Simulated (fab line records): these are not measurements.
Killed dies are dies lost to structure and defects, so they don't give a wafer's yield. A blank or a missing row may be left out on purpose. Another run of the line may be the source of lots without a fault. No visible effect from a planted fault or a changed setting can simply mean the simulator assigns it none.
Chamber matching / flow n5Finfet / 4 sister chambers for N5_FIN_SAQP_ETCH_57 on rieDiel-01
The step etches SiNx in CH3F/O2, target depth 32.5 nm, time 46.4 s. 8 wafers are shown with their chamber, then 11 later ones without.

== WAFERS PAIRED WITH THEIR CHAMBERS ==
wafer=L076.6; chamber=2; showerheadPlenumPTorr (Torr)=2.01; drypumpMotorCurrentA (A)=5.5
wafer=L085.6; chamber=1; showerheadPlenumPTorr (Torr)=1.96; drypumpMotorCurrentA (A)=5.9
wafer=L091.3; chamber=3; showerheadPlenumPTorr (Torr)=1.99; drypumpMotorCurrentA (A)=6.4
wafer=L091.6; chamber=0; showerheadPlenumPTorr (Torr)=2.14; drypumpMotorCurrentA (A)=6.2
wafer=L092.3; chamber=1; showerheadPlenumPTorr (Torr)=1.96; drypumpMotorCurrentA (A)=6.0
wafer=L092.5; chamber=2; showerheadPlenumPTorr (Torr)=2.00; drypumpMotorCurrentA (A)=5.5
wafer=L092.6; chamber=3; showerheadPlenumPTorr (Torr)=1.99; drypumpMotorCurrentA (A)=6.4
wafer=L094.1; chamber=0; showerheadPlenumPTorr (Torr)=2.14; drypumpMotorCurrentA (A)=6.2

== WAFERS WITH NO CHAMBER GIVEN ==
wafer=L094.3; showerheadPlenumPTorr (Torr)=1.96; drypumpMotorCurrentA (A)=5.9
wafer=L094.4; showerheadPlenumPTorr (Torr)=2.00; drypumpMotorCurrentA (A)=5.5
wafer=L095.1; showerheadPlenumPTorr (Torr)=1.96; drypumpMotorCurrentA (A)=5.9
wafer=L095.3; showerheadPlenumPTorr (Torr)=1.99; drypumpMotorCurrentA (A)=6.4
wafer=L095.6; showerheadPlenumPTorr (Torr)=2.00; drypumpMotorCurrentA (A)=5.5
wafer=L096.1; showerheadPlenumPTorr (Torr)=1.99; drypumpMotorCurrentA (A)=6.4
wafer=L096.5; showerheadPlenumPTorr (Torr)=2.00; drypumpMotorCurrentA (A)=5.5
wafer=L096.6; showerheadPlenumPTorr (Torr)=1.99; drypumpMotorCurrentA (A)=6.4
wafer=L097.2; showerheadPlenumPTorr (Torr)=1.96; drypumpMotorCurrentA (A)=5.9
wafer=L097.3; showerheadPlenumPTorr (Torr)=2.00; drypumpMotorCurrentA (A)=5.5
wafer=L097.6; showerheadPlenumPTorr (Torr)=1.96; drypumpMotorCurrentA (A)=5.9

== EACH ONE'S CHAMBER ==
wafer=L094.3; from the rows above=1; in truth=1
wafer=L094.4; from the rows above=2; in truth=2
wafer=L095.1; from the rows above=1; in truth=1
wafer=L095.3; from the rows above=3; in truth=3
wafer=L095.6; from the rows above=2; in truth=2
wafer=L096.1; from the rows above=3; in truth=3
wafer=L096.5; from the rows above=2; in truth=2
wafer=L096.6; from the rows above=3; in truth=3
wafer=L097.2; from the rows above=1; in truth=1
wafer=L097.3; from the rows above=2; in truth=2
wafer=L097.6; from the rows above=1; in truth=1
Placed correctly: 11 of 11. Number that these rows cannot place: 0. 0 placed wrongly.
How it was worked out, from the rows above alone: a wafer's distance from a chamber is the root of the sum, over the readings, of the square of ((its reading less the chamber's mean) divided by the reading's scatter). The wafer belongs to the nearest chamber; if the next one is less than 2 further off, it can't be placed. The mean given for a chamber averages the wafers shown for that chamber. How the scatter is found: for the shown wafers, subtract from each reading the mean of its chamber, square and add these, divide the total by (wafers less chambers), then take the root.
